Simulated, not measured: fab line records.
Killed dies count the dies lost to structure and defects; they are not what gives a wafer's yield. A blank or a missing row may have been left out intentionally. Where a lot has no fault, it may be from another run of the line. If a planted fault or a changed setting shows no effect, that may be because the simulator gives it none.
fab line records	flow n5_finfet	part 1 of 2: steps 1 to 20 of 35
record: lots: 5	wafers: 15	last_day: 17
route steps=1938 shown SD_EPI_P@295
lots untouched by any fault: they come from a run of this same line in which no faults occurred
start_h: hours from the record's opening day to when the first of the lot's shown wafers began	wait_h: time in hours since the lot's previous step	" same as the row above	L1.1+2: a row that stands for several wafers	- no value, or no start given	* or withheld: withheld	< > ~ a bound
route shown NAME@n: names a module that has steps shown in the file, with the first one's number in the route	usual: the fault-free wafers' mean and standard deviation	same: alike in all rows	chamber/n: place in a boat	sites: each site's reading	_std_site: standard deviation of those values	_edge_site: outer sites' mean less inner sites'	radius_mm: for every site, how far away it sits from the centre of the wafer	mask NAME#n: copy n	behind: the last tool/chamber to shape the wafer	hold: why the lot was held/for how many hours/how that ended	device: the n, p or np transistor that did not switch	end of line: the tests these same wafers got at the end of their route	a step without rows: its recipe alone	killed: dies that structure and defects cost at the first sort, which is not the same as the wafer's yield	map: shows each die of a wafer: x if killed, . if not, _ if none is there
set.NAME: setting as actually run; set.NAME@STEP: the setting as run at that earlier step	model.NAME: the simulator's own value behind a step, which no gauge read
certain route steps with their lots: each step a table, each wafer a row
services: when a tool's chamber went out of use (start_h, in hours from the record's first day, below 0 if earlier), for how many hours, and the reason
== steps ==
step: N5_SD_EPI_P_COAT_34
recipe: resist: SOC	temp_c: 250	time_s: 60	spin_rpm: 1500	resist_thk_nm: 350
usual: dispense_pressure_kPa: 49.8/2.9
lot.wafer	tool	chamber	start_h	wait_h	dispense_pressure_kPa
L075.3	litho_track-03	0	61.70	0.0	52.8
L075.4	"	0	"	"	52.8
L075.5	"	0	"	"	52.7
L078.3	litho_track-02	0	76.72	0.0	46.3
L078.4	"	0	"	"	46.3
L078.5	"	0	"	"	46.3
L087.1	litho_track-03	0	132.91	0.0	52.8
L087.3	"	0	"	"	52.7
L087.6	"	0	"	"	52.8
L091.1	litho_track-04	0	155.64	0.0	49.8
L091.3	"	0	"	"	49.8
L091.5	"	0	"	"	49.8
L093.1	litho_track-03	0	167.69	0.0	52.8
L093.5	"	0	"	"	52.8
L093.6	"	0	"	"	52.8
step: N5_SD_EPI_P_COAT_35
recipe: resist: SiARC	temp_c: 220	time_s: 60	spin_rpm: 1500	resist_thk_nm: 35
usual: dispense_pressure_kPa: 49.8/2.9
lot.wafer	tool	chamber	start_h	wait_h	dispense_pressure_kPa
L075.3	litho_track-03	0	-	-	52.7
L075.4	"	0	"	"	52.7
L075.5	"	0	"	"	52.7
L078.3	litho_track-02	0	-	-	46.2
L078.4	"	0	"	"	46.2
L078.5	"	0	"	"	46.2
L087.1	litho_track-03	0	-	-	52.7
L087.3	"	0	"	"	52.7
L087.6	"	0	"	"	52.7
L091.1	litho_track-04	0	-	-	49.7
L091.3	"	0	"	"	49.7
L091.5	"	0	"	"	49.7
L093.1	litho_track-03	0	-	-	52.7
L093.5	"	0	"	"	52.8
L093.6	"	0	"	"	52.7
step: N5_SD_EPI_P_COAT_03
recipe: resist: CAR-ArF-block	spin_rpm: 1500	resist_thk_nm: 150
usual: dispense_pressure_kPa: 49.8/3
lot.wafer	tool	chamber	start_h	wait_h	dispense_pressure_kPa
L075.3	litho_track-03	0	-	-	52.7
L075.4	"	0	"	"	52.7
L075.5	"	0	"	"	52.7
L078.3	litho_track-02	0	-	-	46.2
L078.4	"	0	"	"	46.2
L078.5	"	0	"	"	46.2
L087.1	litho_track-03	0	-	-	52.8
L087.3	"	0	"	"	52.7
L087.6	"	0	"	"	52.7
L091.1	litho_track-04	0	-	-	49.7
L091.3	"	0	"	"	49.7
L091.5	"	0	"	"	49.7
L093.1	litho_track-03	0	-	-	52.8
L093.5	"	0	"	"	52.8
L093.6	"	0	"	"	52.7
step: N5_SD_EPI_P_EBR_05
recipe: solvent: PGMEA	ebr_width_mm: 1.5
lot.wafer	tool	chamber	start_h	wait_h
L075.3+4+5	litho_track-03	0	-	-
L078.3+4+5	litho_track-02	0	-	-
L087.1+3+6	litho_track-03	0	-	-
L091.1+3+5	litho_track-04	0	-	-
L093.1+5+6	litho_track-03	0	-	-
step: N5_SD_EPI_P_SOFTBAKE_04
recipe: temp_c: 110	time_s: 60	resist: CAR-ArF-block
lot.wafer	tool	chamber	start_h	wait_h
L075.3+4+5	litho_track-03	0	-	-
L078.3+4+5	litho_track-02	0	-	-
L087.1+3+6	litho_track-03	0	-	-
L091.1+3+5	litho_track-04	0	-	-
L093.1+5+6	litho_track-03	0	-	-
step: N5_SD_EPI_P_EXPOSE_06
recipe: mask_id: SD_P_BLK	na: 1.35	source_shape: conventional	sigma_outer: 0.8	polarization: unpolarized	target_cd_nm: 240	dose_mj: 39.5
usual: reticle_temp_C: 23.02/0.097
same: sigma_outer: 0.8
lot.wafer	tool	chamber	start_h	wait_h	mask	reticle_temp_C
L075.3	arfi_scanner-01	0	61.95	-	SD_P_BLK#0	23.11
L075.4	"	0	"	"	SD_P_BLK#0	23.25
L075.5	"	0	"	"	SD_P_BLK#0	23.20
L078.3	arfi_scanner-02	0	76.97	-	SD_P_BLK#0	22.99
L078.4	"	0	"	"	SD_P_BLK#0	22.96
L078.5	"	0	"	"	SD_P_BLK#0	23.06
L087.1	arfi_scanner-02	0	133.15	-	SD_P_BLK#0	22.96
L087.3	"	0	"	"	SD_P_BLK#0	23.01
L087.6	"	0	"	"	SD_P_BLK#0	22.92
L091.1	arfi_scanner-01	0	155.88	-	SD_P_BLK#0	22.90
L091.3	"	0	"	"	SD_P_BLK#0	23.03
L091.5	"	0	"	"	SD_P_BLK#0	22.87
L093.1	arfi_scanner-01	0	167.81	-	SD_P_BLK#0	23.05
L093.5	"	0	"	"	SD_P_BLK#0	22.94
L093.6	"	0	"	"	SD_P_BLK#0	23.03
step: N5_SD_EPI_P_PEB_07
recipe: peb_temp_c: 110	peb_time_s: 60	resist: CAR-ArF-block
lot.wafer	tool	chamber	start_h	wait_h
L075.3+4+5	litho_track-02	0	62.00	0.0
L078.3+4+5	litho_track-02	0	77.02	0.0
L087.1+3+6	litho_track-02	0	133.21	0.1
L091.1+3+5	litho_track-03	0	155.94	0.1
L093.1+5+6	litho_track-04	0	167.86	0.1
step: N5_SD_EPI_P_DEVELOP_08
recipe: develop_time_s: 30	developer: TMAH	resist: CAR-ArF-block	dev_temp_c: 23	rinse_liquid: diw	dry: air_spin
lot.wafer	tool	chamber	start_h	wait_h
L075.3+4+5	litho_track-02	0	-	-
L078.3+4+5	litho_track-02	0	-	-
L087.1+3+6	litho_track-02	0	-	-
L091.1+3+5	litho_track-03	0	-	-
L093.1+5+6	litho_track-04	0	-	-
step: N5_SD_EPI_P_CD_MEAS_09
recipe: target_cd_nm: 240	landing_energy_ev: 500	detector: se_inlens
usual: cd_nm: 239.8/0.91
lot.wafer	tool	chamber	start_h	wait_h	cd_nm
L075.3	cd_sem-01	0	62.07	-	242.2
L075.4	"	0	"	"	241.5
L075.5	"	0	"	"	241.9
L078.3	cd_sem-01	0	77.09	-	238.6
L078.4	"	0	"	"	239.2
L078.5	"	0	"	"	238.8
L087.1	cd_sem-02	0	133.27	-	240.5
L087.3	"	0	"	"	241.2
L087.6	"	0	"	"	240.0
L091.1	cd_sem-01	0	156.00	-	241.1
L091.3	"	0	"	"	241.6
L091.5	"	0	"	"	240.1
L093.1	cd_sem-02	0	167.93	-	239.5
L093.5	"	0	"	"	240.0
L093.6	"	0	"	"	239.4
step: N5_SD_EPI_P_OVL_MEAS_10
recipe: points_per_wafer: 44
usual: SD_P_BLK_OVL: -0.1/0.65
lot.wafer	tool	chamber	start_h	wait_h	SD_P_BLK_OVL[nm]
L075.3	overlay-01	0	62.10	0.0	0.5
L075.4	"	0	"	"	0.0
L075.5	"	0	"	"	0.8
L078.3	overlay-01	0	77.12	0.0	0.3
L078.4	"	0	"	"	-0.9
L078.5	"	0	"	"	-0.9
L087.1	overlay-01	0	133.30	0.0	-0.9
L087.3	"	0	"	"	-0.5
L087.6	"	0	"	"	-0.9
L091.1	overlay-02	0	156.03	0.0	1.2
L091.3	"	0	"	"	-0.8
L091.5	"	0	"	"	0.7
L093.1	overlay-01	0	167.96	0.0	0.7
L093.5	"	0	"	"	0.6
L093.6	"	0	"	"	0.1
step: N5_SD_EPI_P_INSPECT_11
recipe: mode: adi	inspect_instrument: macro
usual: raw_defect_count: 2.0/1.3
lot.wafer	tool	chamber	start_h	wait_h	raw_defect_count
L075.3	defect_inspect-02	-	62.12	0.0	1
L075.4	"	-	"	"	3
L075.5	"	-	"	"	3
L078.3	defect_inspect-01	-	77.14	0.0	3
L078.4	"	-	"	"	2
L078.5	"	-	"	"	1
L087.1	defect_inspect-01	-	133.33	0.0	1
L087.3	"	-	"	"	3
L087.6	"	-	"	"	2
L091.1	defect_inspect-01	-	156.06	0.0	1
L091.3	"	-	"	"	2
L091.5	"	-	"	"	3
L093.1	defect_inspect-02	-	167.99	0.0	1
L093.5	"	-	"	"	3
L093.6	"	-	"	"	2
step: N5_SD_EPI_P_DESCUM_14
recipe: chemistry: O2	time_s: 7.9	source_power_w: 50	bias_power_w: 20	pressure_mtorr: 20	rf_frequency_hz: 2.712e+07	temp_c: 40	resist: CAR-ArF-block	o2_flow_sccm: 225
usual: drypump_motor_current_A: 5.9/0.64	oes_product_au: 0.76/0.075	rf_vpp_V: 243.5/1.2	showerhead_plenum_p_Torr: 2.11/0.062	throttle_valve_pct: 20.5/0.4
lot.wafer	tool	chamber	start_h	wait_h	drypump_motor_current_A	oes_product_au	rf_hours_counter_h	rf_vpp_V	showerhead_plenum_p_Torr	throttle_valve_pct
L075.3	rie_diel-03	0	62.20	0.1	5.1	0.73	190	242.4	2.08	20.7
L075.4	"	3	"	"	5.8	0.83	64	243.4	2.12	20.1
L075.5	"	1	"	"	6.3	0.72	-	244.5	2.16	20.1
L078.3	rie_diel-03	0	77.17	0.0	5.1	0.73	197	245.2	2.08	20.7
L078.4	"	2	"	"	5.6	0.75	-	242.9	2.11	20.8
L078.5	"	0	"	"	5.1	0.72	-	245.7	2.08	20.7
L087.1	rie_diel-02	1	134.41	1.1	6.5	0.71	184	244.6	2.17	20.6
L087.3	"	3	"	"	6.6	0.90	31	244.3	2.04	19.9
L087.6	"	1	"	"	6.6	0.71	-	243.9	2.17	20.6
L091.1	rie_diel-03	0	156.09	0.0	5.1	0.70	229	243.2	2.07	20.8
L091.3	"	1	"	"	6.3	0.70	217	244.5	2.15	20.1
L091.5	"	1	"	"	6.3	0.70	-	243.0	2.15	20.1
L093.1	rie_diel-03	1	168.02	0.0	6.3	0.70	220	244.2	2.15	20.1
L093.5	"	0	"	"	5.1	0.70	-	243.4	2.07	20.8
L093.6	"	1	"	"	6.3	0.69	-	244.3	2.15	20.1
step: N5_SD_EPI_P_ETCH_36
recipe: chemistry: CF4	target: SiARC	target_depth_a: 455	mask_material: CAR-ArF-block	time_s: 75.8	ion_energy_ev: 80	pressure_mtorr: 40	source_w: 545	bias_w: 36	Ar_flow_sccm: 100	cf4_flow_sccm: 100	ends: cleared
usual: drypump_motor_current_A: 5.9/0.64	etch_rf_on_time_s: 76.3/1.4	oes_product_au: 0.65/0.064	rf_vpp_V: 184.3/1.2	showerhead_plenum_p_Torr: 2.16/0.057	throttle_valve_pct: 15.7/0.36
lot.wafer	tool	chamber	start_h	wait_h	drypump_motor_current_A	etch_rf_on_time_s	oes_product_au	rf_hours_counter_h	rf_vpp_V	showerhead_plenum_p_Torr	throttle_valve_pct
L075.3	rie_diel-03	0	62.23	0.0	5.1	76.3	0.63	190	184.7	2.14	15.9
L075.4	"	3	"	"	5.8	74.7	0.70	64	183.6	2.17	15.3
L075.5	"	1	"	"	6.3	76.3	0.62	-	184.9	2.21	15.4
L078.3	rie_diel-03	0	77.21	0.0	5.1	76.5	0.61	197	184.6	2.14	15.9
L078.4	"	2	"	"	5.6	75.8	0.66	-	183.9	2.13	15.8
L078.5	"	0	"	"	5.1	77.3	0.61	-	183.6	2.14	15.9
L087.1	rie_diel-02	1	134.44	0.0	6.6	75.3	0.61	184	184.2	2.21	15.8
L087.3	"	3	"	"	6.6	74.1	0.76	31	182.7	2.10	15.2
L087.6	"	1	"	"	6.6	75.8	0.61	-	184.6	2.21	15.8
L091.1	rie_diel-03	0	156.13	0.0	5.1	77.3	0.59	229	183.5	2.13	16.0
L091.3	"	1	"	"	6.3	75.5	0.61	217	184.2	2.20	15.4
L091.5	"	1	"	"	6.3	76.1	0.60	-	186.0	2.20	15.4
L093.1	rie_diel-03	1	168.05	0.0	6.3	75.6	0.60	220	184.6	2.20	15.4
L093.5	"	0	"	"	5.1	77.0	0.59	-	182.2	2.13	16.0
L093.6	"	1	"	"	6.3	75.9	0.60	-	185.2	2.20	15.4
step: N5_SD_EPI_P_ETCH_37
recipe: chemistry: N2/H2	target: SOC	overetch_a: 1080	mask_material: SiARC	temp_c: 40	ion_energy_ev: 100	source_w: 3000	bias_w: 133	pressure_mtorr: 20	time_s: 486	n2_flow_sccm: 200	h2_flow_sccm: 200	ends: end_point
usual: drypump_motor_current_A: 5.9/0.64	oes_product_au: 0.68/0.062	rf_vpp_V: 240.9/1.2	showerhead_plenum_p_Torr: 2.56/0.077	throttle_valve_pct: 23.9/0.42
lot.wafer	tool	chamber	start_h	wait_h	drypump_motor_current_A	oes_product_au	rf_hours_counter_h	rf_vpp_V	showerhead_plenum_p_Torr	throttle_valve_pct
L075.3	rie_diel-03	0	62.29	0.0	5.1	0.66	190	241.5	2.51	24.1
L075.4	"	3	"	"	5.8	0.73	64	241.4	2.59	23.7
L075.5	"	1	"	"	6.3	0.65	-	240.2	2.63	23.4
L078.3	rie_diel-03	0	77.26	0.0	5.1	0.65	197	240.2	2.51	24.1
L078.4	"	2	"	"	5.6	0.68	-	240.9	2.51	24.0
L078.5	"	0	"	"	5.1	0.65	-	241.4	2.51	24.1
L087.1	rie_diel-02	1	134.50	0.0	6.6	0.64	184	242.3	2.64	24.1
L087.3	"	3	"	"	6.6	0.80	31	240.1	2.47	23.2
L087.6	"	1	"	"	6.6	0.64	-	241.4	2.64	24.0
L091.1	rie_diel-03	0	156.18	0.0	5.1	0.63	229	241.5	2.49	24.1
L091.3	"	1	"	"	6.3	0.63	217	242.1	2.62	23.5
L091.5	"	1	"	"	6.3	0.64	-	240.8	2.62	23.5
L093.1	rie_diel-03	1	168.11	0.0	6.3	0.63	220	241.3	2.62	23.4
L093.5	"	0	"	"	5.1	0.62	-	239.8	2.49	24.1
L093.6	"	1	"	"	6.3	0.62	-	240.7	2.62	23.5
step: N5_SD_EPI_P_STRIP_38
recipe: chemistry: N2/H2	temp_c: 40	n2_flow_sccm: 200	h2_flow_sccm: 200	rf_frequency_hz: 6e+07
lot.wafer	tool	chamber	start_h	wait_h
L075.3+4+5	rie_diel-03	0,3,1	62.60	0.2
L078.3+4+5	rie_diel-03	0,2,0	77.58	0.2
L087.1+3+6	rie_diel-02	1,3,1	134.82	0.2
L091.1+3+5	rie_diel-03	0,1,1	156.50	0.2
L093.1+5+6	rie_diel-03	1,0,1	168.43	0.2
step: N5_SD_EPI_P_ETCHBACK_46
recipe: chemistry: CH3F/O2	mode: anisotropic_etchback	target: SiNx	target_depth_a: 175	stop_on: SiO2	over_etch_frac: 0.3	ion_energy_ev: 120	pressure_mtorr: 30	source_w: 395	bias_w: 73	Ar_flow_sccm: 150	CH3F_flow_sccm: 30	O2_flow_sccm: 20
usual: drypump_motor_current_A: 5.9/0.64	oes_product_au: 0.65/0.059	rf_vpp_V: 298/5.5	showerhead_plenum_p_Torr: 2.02/0.054	throttle_valve_pct: 16.4/0.35
lot.wafer	tool	chamber	start_h	wait_h	drypump_motor_current_A	oes_product_au	rf_hours_counter_h	rf_vpp_V	showerhead_plenum_p_Torr	throttle_valve_pct
L075.3	rie_diel-03	0	62.61	0.0	5.1	0.63	190	298	2.00	16.7
L075.4	"	3	"	"	5.8	0.69	64	298	2.03	16.0
L075.5	"	1	"	"	6.3	0.62	-	303	2.07	16.1
L078.3	rie_diel-03	0	77.59	0.0	5.1	0.62	197	298	2.00	16.7
L078.4	"	2	"	"	5.6	0.65	-	301	1.99	16.5
L078.5	"	0	"	"	5.1	0.62	-	299	2.00	16.7
L087.1	rie_diel-02	1	134.83	0.0	6.6	0.61	184	303	2.06	16.5
L087.3	"	3	"	"	6.6	0.76	31	300	1.97	15.9
L087.6	"	1	"	"	6.6	0.61	-	303	2.06	16.5
L091.1	rie_diel-03	0	156.51	0.0	5.1	0.60	229	297	1.99	16.7
L091.3	"	1	"	"	6.3	0.60	217	304	2.06	16.1
L091.5	"	1	"	"	6.3	0.60	-	303	2.06	16.1
L093.1	rie_diel-03	1	168.44	0.0	6.3	0.60	220	304	2.06	16.1
L093.5	"	0	"	"	5.1	0.60	-	298	1.99	16.7
L093.6	"	1	"	"	6.3	0.60	-	303	2.06	16.1
step: N5_SD_EPI_P_ETCH_47
recipe: chemistry: CH3F/O2	target: SiOCN	target_depth_a: 250	mask_material: SOC	ion_energy_ev: 60	bias_w: 29	pressure_mtorr: 30	source_w: 410	Ar_flow_sccm: 150	CH3F_flow_sccm: 30	O2_flow_sccm: 20
usual: drypump_motor_current_A: 5.9/0.64	oes_product_au: 0.76/0.077	rf_vpp_V: 127.5/2.3	showerhead_plenum_p_Torr: 2.02/0.054	throttle_valve_pct: 16.4/0.35
lot.wafer	tool	chamber	start_h	wait_h	drypump_motor_current_A	oes_product_au	rf_hours_counter_h	rf_vpp_V	showerhead_plenum_p_Torr	throttle_valve_pct
L075.3	rie_diel-03	0	62.71	0.1	5.1	0.72	190	127.5	2.00	16.6
L075.4	"	3	"	"	5.8	0.82	64	127.1	2.03	16.0
L075.5	"	1	"	"	6.3	0.72	-	129.3	2.07	16.0
L078.3	rie_diel-03	0	77.69	0.1	5.1	0.72	197	128.5	2.00	16.6
L078.4	"	2	"	"	5.6	0.76	-	128.5	1.99	16.5
L078.5	"	0	"	"	5.1	0.72	-	127.6	2.00	16.6
L087.1	rie_diel-02	1	134.93	0.1	6.6	0.70	184	129.5	2.06	16.4
L087.3	"	3	"	"	6.6	0.90	31	129.1	1.97	15.9
L087.6	"	1	"	"	6.6	0.71	-	128.7	2.06	16.5
L091.1	rie_diel-03	0	156.61	0.1	5.1	0.69	229	127.2	1.99	16.7
L091.3	"	1	"	"	6.3	0.70	217	130.6	2.06	16.1
L091.5	"	1	"	"	6.3	0.70	-	129.7	2.06	16.1
L093.1	rie_diel-03	1	168.54	0.1	6.3	0.70	220	129.5	2.05	16.1
L093.5	"	0	"	"	5.1	0.69	-	128.1	1.99	16.7
L093.6	"	1	"	"	6.3	0.70	-	129.6	2.06	16.1
step: N5_SD_EPI_P_ETCH_16
recipe: chemistry: CHF3/O2	target: SiO2	target_depth_a: 50	mask_material: SOC	pressure_mtorr: 30	source_w: 650	bias_w: 170	Ar_flow_sccm: 200	CHF3_flow_sccm: 50	O2_flow_sccm: 5	ion_energy_ev: 200
usual: CHF3_flow_sccm: 50.01/0.15	drypump_motor_current_A: 5.9/0.64	oes_product_au: 0.75/0.076	rf_vpp_V: 525/9.7	showerhead_plenum_p_Torr: 2.43/0.062	throttle_valve_pct: 18.9/0.36
lot.wafer	tool	chamber	start_h	wait_h	CHF3_flow_sccm	drypump_motor_current_A	oes_product_au	rf_hours_counter_h	rf_vpp_V	showerhead_plenum_p_Torr	throttle_valve_pct
L075.3	rie_diel-03	0	62.81	0.1	49.65	5.1	0.73	190	525	2.42	19.3
L075.4	"	3	"	"	49.94	5.8	0.82	64	526	2.44	18.6
L075.5	"	1	"	"	49.95	6.3	0.72	-	534	2.49	18.6
L078.3	rie_diel-03	0	77.79	0.1	50.13	5.1	0.72	197	527	2.41	19.3
L078.4	"	2	"	"	49.97	5.6	0.76	-	530	2.40	19.0
L078.5	"	0	"	"	50.04	5.2	0.72	-	527	2.41	19.3
L087.1	rie_diel-02	1	135.03	0.1	49.85	6.6	0.70	184	531	2.48	19.0
L087.3	"	3	"	"	49.91	6.6	0.89	31	530	2.37	18.5
L087.6	"	1	"	"	49.95	6.6	0.71	-	532	2.48	19.0
L091.1	rie_diel-03	0	156.71	0.1	50.22	5.1	0.69	229	528	2.40	19.3
L091.3	"	1	"	"	49.80	6.3	0.70	217	533	2.47	18.6
L091.5	"	1	"	"	50.09	6.3	0.70	-	534	2.47	18.6
L093.1	rie_diel-03	1	168.64	0.1	50.06	6.3	0.70	220	533	2.47	18.6
L093.5	"	0	"	"	50.17	5.1	0.68	-	528	2.40	19.3
L093.6	"	1	"	"	50.02	6.3	0.70	-	535	2.47	18.6
step: N5_SD_EPI_P_STRIP_50
recipe: chemistry: CHF3/O2	resist: SiARC	rf_frequency_hz: 6e+07
lot.wafer	tool	chamber	start_h	wait_h
L075.3+4+5	rie_diel-03	0,3,1	62.85	0.0
L078.3+4+5	rie_diel-03	0,2,0	77.83	0.0
L087.1+3+6	rie_diel-02	1,3,1	135.07	0.0
L091.1+3+5	rie_diel-03	0,1,1	156.75	0.0
L093.1+5+6	rie_diel-03	1,0,1	168.68	0.0
step: N5_SD_EPI_P_SD_RECESS_17
recipe: chemistry: HBr/Cl2/O2	target_depth_a: 391	bt_time_s: 3	pressure_mtorr: 10	icp_w: 800	bias_w: 112	HBr_flow_sccm: 150	Cl2_flow_sccm: 80	O2_flow_sccm: 12
usual: drypump_motor_current_A: 5.8/0.36	mfc_cl2_sccm: 80.00/0.24	oes_product_au: 0.993/0.015	throttle_valve_pct: 37.0/0.32
lot.wafer	tool	chamber	start_h	wait_h	drypump_motor_current_A	mfc_cl2_sccm	oes_product_au	rf_hours_counter_h	throttle_valve_pct
L075.3	rie_si-04	3	62.88	0.0	6.4	80.47	0.997	149	37.9
L075.4	"	1	"	"	5.4	80.29	1.000	169	36.8
L075.5	"	0	"	"	5.5	79.87	1.003	-	37.1
L078.3	rie_si-06	2	77.86	0.0	5.9	79.76	0.966	7	36.7
L078.4	"	1	"	"	5.9	80.02	1.006	86	37.4
L078.5	"	3	"	"	5.0	80.20	1.019	-	36.6
L087.1	rie_si-01	2	135.10	0.0	5.8	79.97	1.002	142	37.0
L087.3	"	1	"	"	6.3	79.78	1.010	118	36.9
L087.6	"	1	"	"	6.3	80.08	1.001	-	36.9
L091.1	rie_si-06	1	156.78	0.0	5.9	80.19	1.002	87	37.4
L091.3	"	0	"	"	6.0	80.29	0.969	148	37.2
L091.5	"	2	"	"	5.9	80.03	0.981	-	36.7
L093.1	rie_si-01	2	168.71	0.0	5.8	80.00	1.005	143	37.0
L093.5	"	3	"	"	5.8	79.94	0.975	-	37.0
L093.6	"	0	"	"	5.9	79.83	0.993	-	36.8
